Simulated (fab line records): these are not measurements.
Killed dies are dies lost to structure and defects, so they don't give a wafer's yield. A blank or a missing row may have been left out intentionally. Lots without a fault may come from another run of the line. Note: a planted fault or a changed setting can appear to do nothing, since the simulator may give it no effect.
Lot-split experiment :: flow n5 finfet :: 21 wafers read from 7 lots, route of 1938 steps

SPLIT DETAILS
At N5_SDB_COAT_04 (time 60 s, resist thk 18 nm), the setting spin rpm was moved away from the recipe's 1500 rpm on 8 of the 21 wafers read, by -10.5% to +10.5%. This setting was run at the recipe's value on the other wafers.

FROM THE SPLIT TO THE READING: what the file shows between them, 4 steps
- N5_SDB_COAT_05: resist thk 90 nm
- N5_SDB_EBR_07
- N5_SDB_DESCUM_16: chemistry O2, time 7.9 s
- N5_SDB_ETCH_17: etches SiARC in CF4, target depth 23.4 nm, time 39 s

THE READING
SiARC_of_SDB_COAT_04.thk nm (the simulator's own value, which no gauge read), in nm, at N5_SDB_ETCH_18 (etches SOC in N2/H2, target depth 100 nm, overetch 20 nm, time 150 s). The file gives no usual value for it. Across the 13 wafers here that went through the recipe, the average is 12.8 nm and the standard deviation 0.11 nm.

wafer: L075.1
tool, chamber at the split: litho track-04, 0
spin rpm as run, rpm: 1500
against the recipe: recipe
SiARC_of_SDB_COAT_04.thk nm, nm: 12.8
against lot-mates on the recipe: -

wafer: L075.5
tool, chamber at the split: litho track-04, 0
spin rpm as run, rpm: 1500
against the recipe: recipe
SiARC_of_SDB_COAT_04.thk nm, nm: 12.8
against lot-mates on the recipe: -

wafer: L075.2
tool, chamber at the split: litho track-04, 0
spin rpm as run, rpm: 1342
against the recipe: -10.5%
SiARC_of_SDB_COAT_04.thk nm, nm: 13.8
against lot-mates on the recipe: +1.0

wafer: L076.3
tool, chamber at the split: litho track-05, 0
spin rpm as run, rpm: 1625
against the recipe: +8.3%
SiARC_of_SDB_COAT_04.thk nm, nm: 12
against lot-mates on the recipe: -0.6

wafer: L076.6
tool, chamber at the split: litho track-05, 0
spin rpm as run, rpm: 1625
against the recipe: +8.3%
SiARC_of_SDB_COAT_04.thk nm, nm: 12
against lot-mates on the recipe: -0.6

wafer: L076.4
tool, chamber at the split: litho track-05, 0
spin rpm as run, rpm: 1500
against the recipe: recipe
SiARC_of_SDB_COAT_04.thk nm, nm: 12.6
against lot-mates on the recipe: -

wafer: L082.1
tool, chamber at the split: litho track-04, 0
spin rpm as run, rpm: 1500
against the recipe: recipe
SiARC_of_SDB_COAT_04.thk nm, nm: 12.8
against lot-mates on the recipe: -

wafer: L082.4
tool, chamber at the split: litho track-04, 0
spin rpm as run, rpm: 1562
against the recipe: +4.1%
SiARC_of_SDB_COAT_04.thk nm, nm: 12.2
against lot-mates on the recipe: -0.5

wafer: L082.6
tool, chamber at the split: litho track-04, 0
spin rpm as run, rpm: 1500
against the recipe: recipe
SiARC_of_SDB_COAT_04.thk nm, nm: 12.6
against lot-mates on the recipe: -

wafer: L084.1
tool, chamber at the split: litho track-04, 0
spin rpm as run, rpm: 1500
against the recipe: recipe
SiARC_of_SDB_COAT_04.thk nm, nm: 12.8
against lot-mates on the recipe: -

wafer: L084.3
tool, chamber at the split: litho track-04, 0
spin rpm as run, rpm: 1383
against the recipe: -7.8%
SiARC_of_SDB_COAT_04.thk nm, nm: 13.4
against lot-mates on the recipe: +0.6

wafer: L084.4
tool, chamber at the split: litho track-04, 0
spin rpm as run, rpm: 1383
against the recipe: -7.8%
SiARC_of_SDB_COAT_04.thk nm, nm: 13.6
against lot-mates on the recipe: +0.8

wafer: L086.2
tool, chamber at the split: litho track-05, 0
spin rpm as run, rpm: 1500
against the recipe: recipe
SiARC_of_SDB_COAT_04.thk nm, nm: 13
against lot-mates on the recipe: -

wafer: L086.3
tool, chamber at the split: litho track-05, 0
spin rpm as run, rpm: 1658
against the recipe: +10.5%
SiARC_of_SDB_COAT_04.thk nm, nm: 12
against lot-mates on the recipe: -0.9

wafer: L086.6
tool, chamber at the split: litho track-05, 0
spin rpm as run, rpm: 1500
against the recipe: recipe
SiARC_of_SDB_COAT_04.thk nm, nm: 12.8
against lot-mates on the recipe: -

wafer: L091.3
tool, chamber at the split: litho track-03, 0
spin rpm as run, rpm: 1630
against the recipe: +8.7%
SiARC_of_SDB_COAT_04.thk nm, nm: 12
against lot-mates on the recipe: -0.8

wafer: L091.4
tool, chamber at the split: litho track-03, 0
spin rpm as run, rpm: 1500
against the recipe: recipe
SiARC_of_SDB_COAT_04.thk nm, nm: 12.8
against lot-mates on the recipe: -

wafer: L091.6
tool, chamber at the split: litho track-03, 0
spin rpm as run, rpm: 1500
against the recipe: recipe
SiARC_of_SDB_COAT_04.thk nm, nm: 12.8
against lot-mates on the recipe: -

wafer: L096.1
tool, chamber at the split: litho track-04, 0
spin rpm as run, rpm: 1500
against the recipe: recipe
SiARC_of_SDB_COAT_04.thk nm, nm: 13
against lot-mates on the recipe: -

wafer: L096.4
tool, chamber at the split: litho track-04, 0
spin rpm as run, rpm: 1500
against the recipe: recipe
SiARC_of_SDB_COAT_04.thk nm, nm: 12.8
against lot-mates on the recipe: -

wafer: L096.5
tool, chamber at the split: litho track-04, 0
spin rpm as run, rpm: 1500
against the recipe: recipe
SiARC_of_SDB_COAT_04.thk nm, nm: 12.8
against lot-mates on the recipe: -

FIT RESULTS
A straight line over all 21 wafers: SiARC_of_SDB_COAT_04.thk nm changes by -0.0914 nm for each +1% of spin rpm; r = -0.97; the points scatter about the line by 0.12 nm.
The same after taking each lot's own level away (the mean of its wafers on the recipe; 21 wafers): -0.0871 nm for each +1%; r = -0.98; scatter 0.088 nm.
According to that fit, moving spin rpm by its largest amount changes the reading by 0.92 nm.
The span of the lots' own levels, 12.60 to 12.90 nm, comes to 2.7 times the standard deviation stated above.
Hence the lot-to-lot level has little effect on the slope; both slopes agree.
Check: with one of the wafers moved furthest among these (-10.5%) left out of the fit, the line predicts +0.901 nm for it against its lot-mates. Against them it came out at +1 nm.

THE WHOLE CHAIN: every reading that the file lists as answering this split, in the file's order
step: N5_SDB_COAT_04
what it does: time 60 s, resist thk 18 nm
reading: SiARC_of_SDB_COAT_04.thk nm (the simulator's own value, which no gauge read)
change (the file's fit): -0.0871 nm for each +1% of the setting
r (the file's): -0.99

step: N5_SDB_ETCH_17
what it does: etches SiARC in CF4, target depth 23.4 nm, time 39 s
reading: CAR-ArF_of_SDB_COAT_05.thk nm (the simulator's own value, which no gauge read)
change (the file's fit): +0.0867 nm for each +1% of the setting
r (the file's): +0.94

step: N5_SDB_ETCH_17
what it does: etches SiARC in CF4, target depth 23.4 nm, time 39 s
reading: etch.depth nm (the simulator's own value, which no gauge read)
change (the file's fit): -0.0886 nm for each +1% of the setting
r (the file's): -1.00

step: N5_SDB_ETCH_18
what it does: etches SOC in N2/H2, target depth 100 nm, overetch 20 nm, time 150 s
reading: SiARC_of_SDB_COAT_04.thk nm (the simulator's own value, which no gauge read)
change (the file's fit): -0.0888 nm for each +1% of the setting
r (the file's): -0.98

THE FILE'S OWN FIT
SiARC_of_SDB_COAT_04.thk nm changes by -0.0888 nm for each +1% of spin rpm, r = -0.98.
